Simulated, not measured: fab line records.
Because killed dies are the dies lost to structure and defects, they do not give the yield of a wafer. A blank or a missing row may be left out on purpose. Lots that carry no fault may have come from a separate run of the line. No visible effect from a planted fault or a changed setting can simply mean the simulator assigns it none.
Chamber matching ; flow n5Finfet ; 4 sister chambers for N5_BEOL_M8_DESCUM_33 on rieDiel-06
The step chemistry O2, time 7 s. 14 wafers are shown with their chamber, then 7 later ones without.

## WAFERS PAIRED WITH THEIR CHAMBERS
wafer;chamber;throttleValvePct (%);showerheadPlenumPTorr (Torr);oesProductAu (a.u.)
L074.3;3;20.02;2.12;0.88
L074.4;1;20.03;2.14;0.98
L074.6;2;20.34;2.16;0.91
L076.2;0;20.51;1.98;0.67
L076.3;3;20.03;2.11;0.87
L076.4;1;20.03;2.14;0.93
L080.1;2;20.38;2.15;0.87
L080.3;0;20.51;1.98;0.67
L080.4;1;20.04;2.14;0.92
L083.4;1;20.05;2.13;0.90
L083.5;3;20.06;2.11;0.85
L083.6;2;20.37;2.15;0.87
L085.1;3;20.06;2.11;0.83
L085.2;0;20.52;1.97;0.65

SIGNATURES, as means of the wafers listed above
reading;chamber 0;chamber 1;chamber 2;chamber 3;scatter within a chamber
throttleValvePct;20.5133;20.0375;20.3633;20.0425;0.0158
showerheadPlenumPTorr;1.9767;2.1375;2.1533;2.1125;0.00532
oesProductAu;0.6633;0.9325;0.8833;0.8575;0.0251
Rule: for a wafer and a chamber, the distance is found by dividing, reading by reading, the gap between the wafer's reading and the chamber's mean by the reading's scatter, squaring, summing and taking the root. The wafer belongs to the nearest chamber; if the next one is less than 2 further off, it can't be placed. How the scatter is found: for the shown wafers, subtract from each reading the mean of its chamber, square and add these, divide the total by (wafers less chambers), then take the root.

## WAFERS WHOSE CHAMBER IS MISSING
wafer;throttleValvePct (%);showerheadPlenumPTorr (Torr);oesProductAu (a.u.)
L085.6;20.07;2.13;0.88
L090.1;20.09;2.13;0.88
L090.3;20.23;2.24;1.01
L090.5;20.40;2.14;0.85
L097.2;20.23;2.23;0.97
L097.4;20.09;2.12;0.87
L097.5;20.10;2.12;0.85

## WHICH CHAMBER EACH ONE RAN IN
wafer;from the rows above;in truth
L085.6;can't be placed: 1 or 3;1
L090.1;can't be placed: 1 or 3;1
L090.3;2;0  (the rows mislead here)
L090.5;2;2
L097.2;2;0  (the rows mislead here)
L097.4;can't be placed: 3 or 1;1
L097.5;3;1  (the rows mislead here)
Correctly placed: 1 of 7. These rows do not allow placing 3 (true chamber among the candidates in 3). Wrongly placed: 3.
